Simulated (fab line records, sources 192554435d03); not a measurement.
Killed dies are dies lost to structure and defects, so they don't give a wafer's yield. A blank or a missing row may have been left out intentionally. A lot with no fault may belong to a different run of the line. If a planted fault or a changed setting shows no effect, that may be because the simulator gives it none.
Chamber matching || flow n5 finfet || 4 sister chambers for N5_SD_EPI_N_ETCH_16 on rie diel-06
The step etches SiO2 in CHF3/O2, target depth 5 nm. 4 wafers are shown with their chamber, then 9 later ones without.

== EACH WAFER AND ITS CHAMBER ==
{"wafer": "L087.3", "chamber": 3, "rf vpp V (V)": 530}
{"wafer": "L087.5", "chamber": 2, "rf vpp V (V)": 509}
{"wafer": "L090.5", "chamber": 0, "rf vpp V (V)": 509}
{"wafer": "L090.6", "chamber": 1, "rf vpp V (V)": 520}

== WAFERS WITH NO CHAMBER GIVEN ==
{"wafer": "L093.2", "rf vpp V (V)": 530}
{"wafer": "L093.4", "rf vpp V (V)": 506}
{"wafer": "L093.5", "rf vpp V (V)": 508}
{"wafer": "L094.1", "rf vpp V (V)": 509}
{"wafer": "L094.2", "rf vpp V (V)": 519}
{"wafer": "L094.3", "rf vpp V (V)": 507}
{"wafer": "L095.2", "rf vpp V (V)": 508}
{"wafer": "L095.3", "rf vpp V (V)": 531}
{"wafer": "L095.5", "rf vpp V (V)": 531}

== EACH ONE'S CHAMBER ==
{"wafer": "L093.2", "from the rows above": 3, "in truth": 3}
{"wafer": "L093.4", "from the rows above": "can't be placed: 0 or 2", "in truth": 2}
{"wafer": "L093.5", "from the rows above": "can't be placed: 0 or 2", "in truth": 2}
{"wafer": "L094.1", "from the rows above": "can't be placed: 0 or 2", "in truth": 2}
{"wafer": "L094.2", "from the rows above": 1, "in truth": 1}
{"wafer": "L094.3", "from the rows above": "can't be placed: 0 or 2", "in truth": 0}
{"wafer": "L095.2", "from the rows above": "can't be placed: 0 or 2", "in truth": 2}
{"wafer": "L095.3", "from the rows above": 3, "in truth": 3}
{"wafer": "L095.5", "from the rows above": 3, "in truth": 3}
Correctly placed: 4 of 9. Not placeable from these rows: 5 (in 5, the candidates include the true chamber). Number placed wrongly: 0.
How it was worked out, from the rows above alone: a wafer's distance from a chamber is the root of the sum, over the readings, of the square of ((its reading less the chamber's mean) divided by the reading's scatter). The wafer belongs to the nearest chamber; if the next one is less than 2 further off, it can't be placed. The mean given for a chamber averages the wafers shown for that chamber. The scatter: with one shown wafer a chamber, the root of the mean of the squares of how far each hidden wafer lies from its nearest shown one.
